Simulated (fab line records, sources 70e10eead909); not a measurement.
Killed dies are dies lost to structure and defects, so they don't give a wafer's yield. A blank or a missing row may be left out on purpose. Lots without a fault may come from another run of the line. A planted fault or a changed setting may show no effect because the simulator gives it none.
Chamber matching | flow nand_harc | NHARC_P_CONTACT_ALD_22 on ald_metal-03: 4 sister chambers
The step deposits TiN, target thk 3 nm, pulse time 1 s, ald cycles 150. 4 wafers are shown with their chamber, then 8 later ones without.

WAFERS WITH THEIR CHAMBER
wafer  | chamber | heater_power_w (W)
L084.1 | 3       | 1061
L084.3 | 2       | 947
L087.2 | 1       | 1012
L090.1 | 0       | 1372

WAFERS WITHOUT THEIR CHAMBER
wafer  | heater_power_w (W)
L090.5 | 959
L090.6 | 1017
L093.2 | 943
L093.3 | 1039
L093.6 | 954
L097.1 | 1021
L097.2 | 1355
L097.3 | 946

WHICH CHAMBER EACH WENT THROUGH
wafer  | from the rows above     | in truth
L090.5 | 2                       | 2
L090.6 | 1                       | 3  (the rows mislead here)
L093.2 | 2                       | 2
L093.3 | can't be placed: 3 or 1 | 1
L093.6 | 2                       | 2
L097.1 | 1                       | 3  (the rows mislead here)
L097.2 | 0                       | 0
L097.3 | 2                       | 2
Placed correctly: 5 of 8. Can't be placed from these rows: 1 (the true chamber is among the candidates in 1). Placed wrongly: 2.
How it was worked out, from the rows above alone: a wafer's distance from a chamber is the root of the sum, over the readings, of the square of ((its reading less the chamber's mean) divided by the reading's scatter). The wafer belongs to the nearest chamber; if the next one is less than 2 further off, it can't be placed. A chamber's mean is the mean of its shown wafers. The scatter: with one shown wafer a chamber, the root of the mean of the squares of how far each hidden wafer lies from its nearest shown one.
